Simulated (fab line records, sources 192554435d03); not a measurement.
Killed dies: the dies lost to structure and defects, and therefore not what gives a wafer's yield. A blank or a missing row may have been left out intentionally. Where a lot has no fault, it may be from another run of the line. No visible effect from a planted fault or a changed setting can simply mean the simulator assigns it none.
fab line records | flow n5_finfet
record: lots: 6 wafers: 18 last_day: 18
route steps=1938 shown BEOL_M13@1710 BEOL_M14@1716
lots untouched by any fault: they come from a run of this same line in which no faults occurred
start_h: hours from the record's first day to the start of the lot's first wafer shown | wait_h: hours since the lot's step before | " repeats the value in the row above | L1.1+2: a row that stands for several wafers | - no value, or no start was given | * or withheld: withheld | < > ~ a bound
route shown NAME@n: NAME is a module with steps in the file, n the number in the route of the first one | usual: the fault-free wafers' mean and standard deviation | same: alike in all rows | chamber/n: place in a boat | sites: the reading at each site | _std_site: standard deviation of those values | _edge_site: mean of outer sites minus mean of inner sites | radius_mm: for every site, how far away it sits from the centre of the wafer | mask NAME#n: copy n | behind: the last tool/chamber to shape the wafer | hold: reason for holding the lot/hours on hold/outcome of the hold | device: the n, p or np transistor that did not switch | end of line: the same wafers' tests at the end of the route | for a step that has no rows: nothing shown but its recipe | killed: dies that structure and defects cost at the first sort, which is not the same as the wafer's yield | map: a wafer's dies, marking killed ones x, the rest . and places with no die _
set.NAME: the run value of the setting; set.NAME@STEP: its run value at that earlier step | model.NAME: the simulator's own value behind a step, which no gauge read
lots seen at some steps along the route; tables by step, rows by wafer
services: a tool's chamber out of use, with start hour (start_h, from the record's first day; less than 0 if before it), hours out, and reason
== steps ==
step: N5_BEOL_M13_CMP_49
recipe: stop_on: SiOC t_overpolish_s: 17.1 down_force_psi: 1 platen_rpm: 50 clearing_platen_down_force_psi: 1.5 clearing_platen_rpm: 50 post_cmp_clean: cu_alkaline target_thk_nm: 420 clearing_platen_pad_velocity_m_s: 0.99484 pad_velocity_m_s: 0.99484
usual: barrier_field_endpoint_s: 30.2/0.87 motor_current_A: 6.0/0.49 overpolish_run_s: 17.101/0.0091 slurry_flow_ml_min: 150.0/0.45
same: t_overpolish_s: 17.1
columns lot.wafer tool chamber start_h wait_h barrier_field_endpoint_s motor_current_A overpolish_run_s slurry_flow_ml_min
L705.3 cmp-02 3 281.83 0.2 30.6 6.1 17.099 149.8
L705.2 " 0 " " 30.0 6.1 17.088 150.2
L705.6 " 3 " " 30.7 6.1 17.091 149.8
L712.2 cmp-04 3 327.48 0.3 29.7 6.8 17.088 150.0
L712.1 " 0 " " 30.1 5.9 17.106 149.4
L712.6 " 3 " " 30.0 6.3 17.103 150.2
L711.2 cmp-02 2 334.46 0.2 29.3 5.7 17.094 150.4
L711.5 " 1 " " 29.9 5.1 17.108 149.9
L711.6 " 2 " " 29.2 5.4 17.088 149.5
L718.3 cmp-02 0 353.74 0.2 30.1 6.2 17.100 149.4
L718.1 " 2 " " 29.5 5.7 17.117 150.2
L718.5 " 0 " " 29.8 6.0 17.083 149.7
L720.2 cmp-02 3 389.56 0.3 30.6 6.2 17.114 150.4
L720.4 " 0 " " 29.9 6.2 17.098 150.5
L720.5 " 3 " " 31.5 5.4 17.093 150.1
L722.4 cmp-02 1 395.50 0.2 30.1 5.2 17.100 149.8
L722.2 " 3 " " 29.8 6.4 17.111 150.2
L722.5 " 1 " " 29.1 5.1 17.100 149.9
step: N5_BEOL_M13_THK_MEAS_50
recipe: thk_meas_gauge: xrf reads: Cu_of_BEOL_M13_ECD_47
usual: M13_THK: 431/8.3
columns lot.wafer tool chamber start_h wait_h M13_THK[nm]
L705.2 film_metro-01 - 282.09 - 440
L705.3 " - " " 426
L705.6 " - " " 432
L712.1 film_metro-02 - 327.73 - 430
L712.2 " - " " 435
L712.6 " - " " 429
L711.2 film_metro-02 - 334.72 - 438
L711.5 " - " " 435
L711.6 " - " " 426
L718.1 film_metro-01 - 354.00 - 430
L718.3 " - " " 432
L718.5 " - " " 436
L720.2 film_metro-02 - 389.82 - 439
L720.4 " - " " 436
L720.5 " - " " 438
L722.2 film_metro-01 - 395.76 - 426
L722.4 " - " " 445
L722.5 " - " " 442
step: N5_BEOL_M13_PRE_CLEAN_52
recipe: gas: NH3 time_s: 15 temp_c: withheld rf_power_w: 300
step: N5_BEOL_M13_DEP_53
recipe: material: SiCN target_thk_a: 500 temp_c: withheld precursor: 3MS/NH3 pressure_torr: 3 rf_w: 675 time_s: 17.8
usual: showerhead_plenum_p_Torr: 4.157/0.017 throttle_valve_pct: 18.2/0.88
same: time_s: 17.8
columns lot.wafer tool chamber start_h wait_h showerhead_plenum_p_Torr throttle_valve_pct
L705.2 pecvd-01 2 282.15 0.0 4.140 18.3
L705.3 " 1 " " 4.169 17.4
L705.6 " 1 " " 4.181 17.2
L712.1 pecvd-04 2 327.79 0.0 4.170 16.5
L712.2 " 1 " " 4.117 18.2
L712.6 " 0 " " 4.158 19.3
L711.2 pecvd-04 0 334.78 0.0 4.162 19.1
L711.5 " 1 " " 4.132 18.3
L711.6 " 2 " " 4.176 16.5
L718.1 pecvd-02 0 354.06 0.0 4.152 19.3
L718.3 " 2 " " 4.158 17.4
L718.5 " 1 " " 4.179 18.7
L720.2 pecvd-02 2 389.88 0.0 4.157 17.4
L720.4 " 1 " " 4.178 18.8
L720.5 " 2 " " 4.159 17.7
L722.2 pecvd-01 2 395.82 0.0 4.152 18.3
L722.4 " 2 " " 4.148 18.3
L722.5 " 1 " " 4.181 17.1
step: N5_BEOL_M13_RS_MEAS_54
recipe: thk_meas_gauge: four-point-probe reads: Cu_of_BEOL_M13_ECD_47+Ta_of_BEOL_M13_SPUTTER_44+TaN_of_BEOL_M13_SPUTTER_43
usual: M13_RS: 0.0447/0.00086
columns lot.wafer tool chamber start_h wait_h M13_RS[ohm/sq]
L705.2 film_metro-02 - 282.21 0.1 0.0437
L705.3 " - " " 0.0450
L705.6 " - " " 0.0444
L712.1 film_metro-01 - 327.86 0.0 0.0442
L712.2 " - " " 0.0438
L712.6 " - " " 0.0441
L711.2 film_metro-01 - 334.85 0.1 0.0436
L711.5 " - " " 0.0440
L711.6 " - " " 0.0448
L718.1 film_metro-01 - 354.13 0.0 0.0450
L718.3 " - " " 0.0446
L718.5 " - " " 0.0442
L720.2 film_metro-01 - 389.94 0.1 0.0437
L720.4 " - " " 0.0439
L720.5 " - " " 0.0439
L722.2 film_metro-02 - 395.89 0.1 0.0453
L722.4 " - " " 0.0437
L722.5 " - " " 0.0437
step: N5_BEOL_M13_INSPECT_55
recipe: inspect_instrument: darkfield mode: post_dep
usual: raw_defect_count: 74/23
columns lot.wafer tool chamber start_h wait_h raw_defect_count
L705.2 defect_inspect-01 - 282.24 0.0 55
L705.3 " - " " 42
L705.6 " - " " 60
L712.1 defect_inspect-01 - 327.89 0.0 72
L712.2 " - " " 91
L712.6 " - " " 98
L711.2 defect_inspect-01 - 334.87 0.0 66
L711.5 " - " " 63
L711.6 " - " " 72
L718.1 defect_inspect-01 - 354.15 0.0 81
L718.3 " - " " 70
L718.5 " - " " 69
L720.2 defect_inspect-02 - 389.97 0.0 31
L720.4 " - " " 41
L720.5 " - " " 85
L722.2 defect_inspect-02 - 395.91 0.0 83
L722.4 " - " " 68
L722.5 " - " " 68
step: N5_BEOL_M14_ILD_DEP_00
recipe: material: SiO2 target_thk_a: 11193 temp_c: 400 precursor: TEOS/O2 pressure_torr: 6.5 rf_w: 900 teos_flow_sccm: 161.4 gas: O2 flow_sccm: 2650 time_s: 237.4
usual: heater_power_w: 530/83 showerhead_plenum_p_Torr: 8.333/0.03 throttle_valve_pct: 18.5/0.84
same: time_s: 237.4
columns lot.wafer tool chamber start_h wait_h heater_power_w showerhead_plenum_p_Torr throttle_valve_pct
L705.2 pecvd-04 2 282.28 0.0 461 8.379 16.9
L705.3 " 1 " " 487 8.279 18.9
L705.6 " 1 " " 523 8.276 18.9
L712.1 pecvd-03 2 327.92 0.0 534 8.356 17.2
L712.2 " 1 " " 577 8.310 18.8
L712.6 " 2 " " 426 8.341 17.5
L711.2 pecvd-01 0 334.91 0.0 451 8.342 18.5
L711.5 " 1 " " 530 8.355 17.8
L711.6 " 2 " " 663 8.317 18.7
L718.1 pecvd-04 2 354.19 0.0 378 8.359 17.4
L718.3 " 0 " " 623 8.356 19.8
L718.5 " 1 " " 501 8.294 18.9
L720.2 pecvd-04 0 390.01 0.0 640 8.361 20.1
L720.4 " 0 " " 499 8.366 20.1
L720.5 " 1 " " 486 8.297 18.7
L722.2 pecvd-04 2 395.95 0.0 393 8.379 17.1
L722.4 " 0 " " 635 8.344 19.6
L722.5 " 2 " " 454 8.374 17.2
step: N5_BEOL_M14_THK_MEAS_01
recipe: reads: SiO2_of_BEOL_M14_ILD_DEP_00
usual: M14_ILD_THK: 1109/14
columns lot.wafer tool chamber start_h wait_h M14_ILD_THK[nm]
L705.2 film_metro-01 - 282.47 0.1 1090
L705.3 " - " " 1106
L705.6 " - " " 1129
L712.1 film_metro-01 - 328.11 0.1 1102
L712.2 " - " " 1117
L712.6 " - " " 1114
L711.2 film_metro-02 - 335.10 0.1 1101
L711.5 " - " " 1084
L711.6 " - " " 1123
L718.1 film_metro-02 - 354.38 0.1 1095
L718.3 " - " " 1112
L718.5 " - " " 1125
L720.2 film_metro-02 - 390.20 0.1 1114
L720.4 " - " " 1130
L720.5 " - " " 1136
L722.2 film_metro-02 - 396.14 0.1 1109
L722.4 " - " " 1116
L722.5 " - " " 1112
step: N5_BEOL_M14_COAT_58
recipe: resist: BARC temp_c: 205 time_s: 60 spin_rpm: 1500 resist_thk_nm: 89
step: N5_BEOL_M14_COAT_04
recipe: spin_rpm: 1704 resist_thk_nm: 800
step: N5_BEOL_M14_EBR_06
recipe: solvent: PGMEA ebr_width_mm: 1.5
step: N5_BEOL_M14_SOFTBAKE_05
recipe: temp_c: 130 time_s: 60
step: N5_BEOL_M14_EXPOSE_07
recipe: mask_id: V13 na: 0.8 source_shape: annular sigma_inner: 0.5 sigma_outer: 0.8 polarization: unpolarized attpsm_phase_deg: 180 dose_mj: 57
usual: exposure_dose_mJ_cm2: 57.5/0.35 focus_offset_nm: -0.1/0.51 reticle_temp_C: 23.00/0.095
columns lot.wafer tool chamber start_h wait_h mask exposure_dose_mJ_cm2 focus_offset_nm reticle_temp_C
L705.2 krf_scanner-02 0 282.60 - V13#0 57.6 -0.5 22.86
L705.3 " 0 " " V13#0 57.7 -0.1 23.00
L705.6 " 0 " " V13#0 57.7 -0.2 22.89
L712.1 krf_scanner-02 - 328.24 - V13#0 - - -
L712.2 " - " " V13#0 - - -
L712.6 " - " " V13#0 - - -
L711.2 krf_scanner-02 - 335.36 - V13#0 - - -
L711.5 " - " " V13#0 - - -
L711.6 " - " " V13#0 - - -
L718.1 krf_scanner-02 0 354.51 - V13#0 57.7 0.0 22.86
L718.3 " 0 " " V13#0 57.7 0.7 22.95
L718.5 " 0 " " V13#0 57.8 1.0 23.05
L720.2 krf_scanner-02 0 390.46 - V13#0 57.7 0.1 22.93
L720.4 " 0 " " V13#0 57.7 -0.9 22.82
L720.5 " 0 " " V13#0 57.7 -0.4 23.02
L722.2 krf_scanner-01 0 396.28 - V13#0 57.0 -0.8 22.97
L722.4 " 0 " " V13#0 57.0 -0.2 22.82
L722.5 " 0 " " V13#0 57.0 -0.1 23.04
step: N5_BEOL_M14_PEB_08
recipe: peb_temp_c: 130 peb_time_s: 90
== services ==
columns tool chamber start_h hours kind
pecvd-04 - 265.39 0.2 repair
cmp-02 - 265.59 3.7 pm
pecvd-01 - 268.67 0.6 repair
krf_scanner-02 - 269.94 0.8 pm
krf_scanner-01 - 271.68 1.3 pm
pecvd-04 - 284.97 2.8 pm
krf_scanner-02 - 286.72 1.3 pm
pecvd-03 0 296.46 5.5 scheduled_down
pecvd-02 0 302.60 6.9 repair
pecvd-01 1 312.13 - calibration
krf_scanner-02 0 312.14 - calibration
cmp-04 - 317.84 4.0 pm
krf_scanner-02 - 318.40 1.0 pm
cmp-04 - 321.84 - consumable_replace:conditioner
krf_scanner-01 - 329.55 0.8 pm
pecvd-02 - 336.80 1.3 repair
pecvd-03 1 339.16 4.0 repair
cmp-02 - 342.95 1.5 repair
krf_scanner-01 - 346.34 1.0 pm
krf_scanner-01 - 354.82 3.0 pm
pecvd-04 2 366.19 5.5 scheduled_down
pecvd-02 - 367.45 6.0 pm
krf_scanner-01 - 375.20 4.0 pm
krf_scanner-01 - 384.02 4.5 repair
== key ==
first_sign: step: N5_BEOL_M14_EXPOSE_07 reading: tool_record direction: missing
effect none on later readings
met_at N5_BEOL_M14_EXPOSE_07
struck_wafers L711.2,L711.5,L711.6,L712.1,L712.2,L712.6
later_rows_left_out L711.2,L711.5,L711.6,L712.1,L712.2,L712.6
sort_left_out L711.2,L711.5,L711.6,L712.1,L712.2,L712.6
onset_between 282.60 328.24
fault: kind: skipped_step_whole tool: krf_scanner-01,krf_scanner-02 chamber: - onset_h: 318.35 steps: N5_BEOL_M14_EXPOSE_07 scope: struck_lots_only
sort_left_out: the simulated sort isn't trusted on such a fault, so these wafers' sort isn't shown, and their yield isn't known
later_rows_left_out: the simulator's readings of these wafers behind a module that went badly wrong aren't trusted and aren't shown, but for the sort
